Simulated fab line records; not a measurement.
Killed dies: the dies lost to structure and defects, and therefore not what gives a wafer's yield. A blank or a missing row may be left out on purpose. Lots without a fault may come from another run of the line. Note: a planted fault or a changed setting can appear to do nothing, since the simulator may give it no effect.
Which tool is to blame? + flow n5 finfet + 9 lots, 25 wafers sampled, at 5 steps of a route of 1938

== WHAT THE GAUGES READ, wafer by wafer ==
N5_BEOL_M4_RC_MEAS_101. Usual: DIBL_N 36.0 mV/V, standard deviation 1.6; DIBL_P 36.1 mV/V, standard deviation 2; IOFF_N 0.160 nA/um, standard deviation 0.029; IOFF_P 0.21 nA/um, standard deviation 0.039; ION_N 675 uA/um, standard deviation 13; ION_P 464 uA/um, standard deviation 8.8; SS_N 71.5 mV/dec, standard deviation 0.58; SS_P 73.3 mV/dec, standard deviation 0.65; VT_N 250 mV, standard deviation 3.3; VT_P -249 mV, standard deviation 3.6.
| lot  | measured     | on        | DIBL_N (mV/V)  | DIBL_P (mV/V)  | IOFF_N (nA/um)    | IOFF_P (nA/um) | ION_N (uA/um) | ION_P (uA/um) | SS_N (mV/dec)  | SS_P (mV/dec)  | VT_N (mV)   | VT_P (mV)      | flag |
|------|--------------|-----------|----------------|----------------|-------------------|----------------|---------------|---------------|----------------|----------------|-------------|----------------|------|
| L893 | day 9 12:30  | prober-01 | 36.7 35.7 34.9 | 38.2 37.7 35.4 | 0.177 0.172 0.150 | 0.22 0.22 0.18 | 677 671 657   | 454 461 447   | 70.9 71.7 71.5 | 74.5 73.8 73.5 | 250 249 252 | -250 -252 -254 |      |
| L894 | day 9 17:04  | prober-02 | 38.5 36.1      | 37.3 35.6      | 0.190 0.140       | 0.25 0.23      | 671 665       | 466 467       | 72.3 71.3      | 74.0 73.6      | 248 250     | -244 -242      |      |
| L896 | day 10 04:10 | prober-02 | 35.8 37.9 38.2 | 35.5 37.8 37.7 | 0.150 0.186 0.192 | 0.20 0.24 0.24 | 677 688 688   | 467 472 466   | 71.9 72.2 71.8 | 73.4 73.6 73.8 | 249 245 245 | -253 -248 -248 |      |
| L895 | day 10 03:58 | prober-01 | 37.1 34.3      | 36.8 34.8      | 0.180 0.132       | 0.20 0.18      | 669 672       | 454 462       | 71.5 71.1      | 73.3 73.6      | 251 251     | -251 -252      |      |
| L904 | day 12 04:14 | prober-01 | 37.1 35.7 34.8 | 38.1 36.5 35.1 | 0.203 0.154 0.144 | 0.22 0.20 0.18 | 685 661 670   | 463 463 455   | 71.5 71.4 70.7 | 73.6 73.8 72.9 | 245 248 250 | -248 -248 -253 |      |
| L905 | day 12 22:20 | prober-02 | 37.0 38.7 38.2 | 37.9 39.9 40.1 | 0.177 0.218 0.195 | 0.24 0.30 0.29 | 694 711 689   | 478 482 480   | 72.3 72.2 72.1 | 73.2 74.3 73.8 | 245 244 244 | -245 -244 -244 |      |
| L908 | day 13 06:37 | prober-02 | 31.8 32.8 35.6 | 33.0 34.9 37.3 | 0.115 0.123 0.171 | 0.18 0.21 0.24 | 667 663 681   | 461 468 471   | 70.8 71.1 71.3 | 72.4 73.2 73.8 | 256 254 249 | -250 -246 -247 |      |
| L906 | day 13 09:56 | prober-01 | 34.8 36.2 36.8 | 34.0 35.5 35.9 | 0.146 0.154 0.174 | 0.17 0.20 0.21 | 687 681 699   | 463 469 468   | 70.9 71.5 71.2 | 72.3 73.7 73.0 | 247 248 247 | -252 -250 -250 |      |
| L907 | day 13 13:07 | prober-02 | 35.4 36.8 38.6 | 35.1 36.5 39.2 | 0.146 0.159 0.210 | 0.20 0.22 0.27 | 695 675 706   | 478 466 479   | 71.2 71.7 72.0 | 72.2 73.2 74.0 | 249 251 247 | -251 -248 -247 |      |

== EACH LOT AND THE TOOL THAT RAN IT (in order: tool; ch and the chambers of the sampled wafers; start) ==
| lot  | N5_BEOL_M4_ILD_DEP_00         | N5_BEOL_M4_ETCH_63                 | N5_BEOL_M4_STRIP_66                | N5_BEOL_M4_STRIP_19                |
|------|-------------------------------|------------------------------------|------------------------------------|------------------------------------|
| L893 | pecvd-04 ch 0,1, day 9 00:40  | rie diel-06 ch 0,1,2, day 9 02:28  | rie diel-06 ch 0,1,2, day 9 02:37  | rie diel-03 ch 0,1,3, day 9 02:47  |
| L894 | pecvd-04 ch 0,2, day 9 06:20  | rie diel-06 ch 1,3, day 9 07:56    | rie diel-06 ch 1,3, day 9 08:06    | rie diel-04 ch 0,3, day 9 08:16    |
| L896 | pecvd-03 ch 0,2, day 9 15:16  | rie diel-06 ch 0,1,3, day 9 16:30  | rie diel-06 ch 0,1,3, day 9 16:40  | rie diel-04 ch 0,2,3, day 9 16:49  |
| L895 | pecvd-03 ch 1, day 9 19:20    | rie diel-06 ch 2,3, day 9 20:49    | rie diel-06 ch 2,3, day 9 20:59    | rie diel-03 ch 0,2, day 9 21:26    |
| L904 | pecvd-02 ch 0,2, day 11 18:06 | rie diel-04 ch 0,3, day 11 20:12   | rie diel-04 ch 0,3, day 11 20:22   | rie diel-03 ch 0,2, day 11 20:31   |
| L905 | pecvd-02 ch 0,1, day 12 14:01 | rie diel-03 ch 0,2,3, day 12 15:20 | rie diel-03 ch 0,2,3, day 12 15:30 | rie diel-03 ch 0,1, day 12 15:39   |
| L908 | pecvd-03 ch 0,2, day 12 22:01 | rie diel-06 ch 0,1,3, day 12 23:26 | rie diel-06 ch 0,1,3, day 12 23:35 | rie diel-03 ch 1,2,3, day 12 23:45 |
| L906 | pecvd-03 ch 0,1, day 13 00:26 | rie diel-06 ch 1,3, day 13 03:13   | rie diel-06 ch 1,3, day 13 03:22   | rie diel-04 ch 0,2,3, day 13 03:32 |
| L907 | pecvd-02 ch 0,1, day 13 01:08 | rie diel-06 ch 1,3, day 13 03:26   | rie diel-06 ch 1,3, day 13 03:36   | rie diel-06 ch 0,3, day 13 03:47   |
- N5_BEOL_M4_ILD_DEP_00: deposits SiOC from DEMS/O2, target thk 79 nm, time 15.3 s.
- N5_BEOL_M4_ETCH_63: etches SiARC in CF4, target depth 15.6 nm, time 26 s.
- N5_BEOL_M4_STRIP_66: strips in CF4.
- N5_BEOL_M4_STRIP_19: strips in O2.

== WHAT THE TOOLS THEMSELVES READ (means of the sampled wafers that have a number; where no wafer has one, the mark that the record gives instead) ==
N5_BEOL_M4_ILD_DEP_00. Usual: heater power w 493 W, standard deviation 57; rf fwd power W 493.1 W, standard deviation 2.2; showerhead plenum p Torr 5.689 Torr, standard deviation 0.017; susceptor temp C 350.02 C, standard deviation 0.2; throttle valve pct 12.0 %, standard deviation 0.6.
| lot  | tool     | heater power w (W) | rf fwd power W (W) | showerhead plenum p Torr (Torr) | susceptor temp C (C) | throttle valve pct (%) | flag |
|------|----------|--------------------|--------------------|---------------------------------|----------------------|------------------------|------|
| L893 | pecvd-04 | 468                | 493.9              | 5.692                           | 350.24               | 12.0                   |      |
| L894 | pecvd-04 | 532                | 491.0              | 5.689                           | 349.93               | 11.8                   |      |
| L896 | pecvd-03 | 520                | 494.8              | 5.688                           | 349.83               | 11.7                   |      |
| L895 | pecvd-03 | 460                | 492.9              | 5.713                           | 349.90               | 12.7                   |      |
| L904 | pecvd-02 | 452                | 489.8              | 5.689                           | 350.10               | 11.6                   |      |
| L905 | pecvd-02 | 509                | 491.3              | 5.686                           | 350.12               | 12.0                   |      |
| L908 | pecvd-03 | 525                | 494.3              | 5.694                           | 349.84               | 11.8                   |      |
| L906 | pecvd-03 | 464                | 494.6              | 5.707                           | 349.95               | 12.5                   |      |
| L907 | pecvd-02 | 570                | 492.4              | 5.676                           | 349.90               | 12.6                   |      |

N5_BEOL_M4_ETCH_63. Usual: value, then standard deviation, for each; drypump motor current A 5.6 A / 0.68; etch rf on time s 26.0 s / 0.58; oes product au 0.70 a.u. / 0.065; rf fwd power W 532.5 W / 2.7; rf vpp V 183.5 V / 1.1; showerhead plenum p Torr 2.11 Torr / 0.064; throttle valve pct 15.63 % / 0.2.
| lot  | tool        | drypump motor current A (A) | etch rf on time s (s) | oes product au (a.u.) | rf fwd power W (W) | rf vpp V (V) | showerhead plenum p Torr (Torr) | throttle valve pct (%) | flag |
|------|-------------|-----------------------------|-----------------------|-----------------------|--------------------|--------------|---------------------------------|------------------------|------|
| L893 | rie diel-06 | 5.2                         | 26.1                  | 0.67                  | 533.5              | 182.1        | 2.07                            | 15.71                  |      |
| L894 | rie diel-06 | 5.8                         | 22.9                  | 0.81                  | 531.6              | 183.1        | 2.08                            | 15.57                  | OFF  |
| L896 | rie diel-06 | 5.6                         | 24.0                  | 0.77                  | 533.7              | 183.6        | 2.09                            | 15.60                  | OFF  |
| L895 | rie diel-06 | 6.1                         | 23.7                  | 0.76                  | 531.9              | 181.6        | 2.06                            | 15.71                  | OFF  |
| L904 | rie diel-04 | 5.5                         | 26.3                  | 0.64                  | 534.9              | 182.9        | 2.06                            | 15.74                  |      |
| L905 | rie diel-03 | 5.4                         | 26.0                  | 0.71                  | 531.7              | 183.8        | 2.17                            | 15.46                  |      |
| L908 | rie diel-06 | 5.6                         | 26.4                  | 0.70                  | 534.7              | 184.1        | 2.08                            | 15.65                  |      |
| L906 | rie diel-06 | 6.1                         | 26.5                  | 0.72                  | 530.0              | 183.7        | 2.08                            | 15.62                  |      |
| L907 | rie diel-06 | 5.4                         | 26.7                  | 0.69                  | 531.6              | 183.2        | 2.07                            | 15.65                  |      |

N5_BEOL_M4_STRIP_66. Usual: drypump motor current A 5.6 A, standard deviation 0.68; oes product au 0.81 a.u., standard deviation 0.073; rf fwd power W 292.5 W, standard deviation 0.88; rf vpp V 270.5 V, standard deviation 1.6; showerhead plenum p Torr 1.77 Torr, standard deviation 0.049; throttle valve pct 13.59 %, standard deviation 0.2.
| lot  | tool        | drypump motor current A (A) | oes product au (a.u.) | rf fwd power W (W) | rf vpp V (V) | showerhead plenum p Torr (Torr) | throttle valve pct (%) | flag |
|------|-------------|-----------------------------|-----------------------|--------------------|--------------|---------------------------------|------------------------|------|
| L893 | rie diel-06 | 5.1                         | 0.78                  | 292.1              | 270.3        | 1.74                            | 13.67                  |      |
| L894 | rie diel-06 | 5.8                         | 0.86                  | 293.4              | 270.2        | 1.75                            | 13.54                  |      |
| L896 | rie diel-06 | 5.6                         | 0.84                  | 292.0              | 270.7        | 1.75                            | 13.55                  |      |
| L895 | rie diel-06 | 6.1                         | 0.81                  | 292.2              | 269.4        | 1.73                            | 13.69                  |      |
| L904 | rie diel-04 | 5.6                         | 0.75                  | 293.2              | 268.9        | 1.74                            | 13.71                  |      |
| L905 | rie diel-03 | 5.4                         | 0.82                  | 293.4              | 273.0        | 1.82                            | 13.42                  |      |
| L908 | rie diel-06 | 5.6                         | 0.81                  | 291.7              | 270.4        | 1.74                            | 13.60                  |      |
| L906 | rie diel-06 | 6.1                         | 0.83                  | 292.8              | 270.3        | 1.74                            | 13.58                  |      |
| L907 | rie diel-06 | 5.4                         | 0.81                  | 292.5              | 270.7        | 1.74                            | 13.62                  |      |

N5_BEOL_M4_STRIP_19. Usual: drypump motor current A 5.7 A, standard deviation 0.67; oes product au 0.83 a.u., standard deviation 0.083; rf vpp V 3.6 V, standard deviation 0.46; showerhead plenum p Torr 2.07 Torr, standard deviation 0.077; throttle valve pct 16.66 %, standard deviation 0.22.
| lot  | tool        | drypump motor current A (A) | oes product au (a.u.) | rf vpp V (V) | showerhead plenum p Torr (Torr) | throttle valve pct (%) | flag |
|------|-------------|-----------------------------|-----------------------|--------------|---------------------------------|------------------------|------|
| L893 | rie diel-03 | 6.0                         | 0.83                  | 3.3          | 2.11                            | 16.71                  |      |
| L894 | rie diel-04 | 5.5                         | 0.79                  | 3.5          | 2.03                            | 16.79                  |      |
| L896 | rie diel-04 | 5.7                         | 0.76                  | 3.5          | 2.04                            | 16.80                  |      |
| L895 | rie diel-03 | 4.9                         | 0.87                  | 4.0          | 2.10                            | 16.61                  |      |
| L904 | rie diel-03 | 4.9                         | 0.85                  | 3.4          | 2.11                            | 16.73                  |      |
| L905 | rie diel-03 | 6.1                         | 0.92                  | 3.7          | 2.20                            | 16.62                  |      |
| L908 | rie diel-03 | 6.0                         | 0.89                  | 3.7          | 2.16                            | 16.44                  |      |
| L906 | rie diel-04 | 5.6                         | 0.82                  | 3.9          | 2.03                            | 16.70                  |      |
| L907 | rie diel-06 | 6.2                         | 0.85                  | 3.5          | 2.05                            | 16.73                  |      |

== THE ANSWER, worked out from the rows above alone ==
Rule: lot off if the mean of its wafers having a number is beyond 3 standard deviations from the usual mean. Also off: a lot with no number at a reading for which 4 or more lots have one. The other lots that the step has rows for count as sound. First the gauges in route order, then the tools' own readings, where a lot's mean is used as printed above. At the first step where some lot is off, the reading lying furthest off is the one used; lots without a number count as furthest.
Off: L894, L896, L895, at N5_BEOL_M4_ETCH_63 (etch rf on time s).
If a tool, at that step or one of the process steps before it, ran each lot that is off and ran no sound lot following the first of them, it fits. Of those tried, none fits.

== WHAT THE SIMULATOR HAD PUT IN ==
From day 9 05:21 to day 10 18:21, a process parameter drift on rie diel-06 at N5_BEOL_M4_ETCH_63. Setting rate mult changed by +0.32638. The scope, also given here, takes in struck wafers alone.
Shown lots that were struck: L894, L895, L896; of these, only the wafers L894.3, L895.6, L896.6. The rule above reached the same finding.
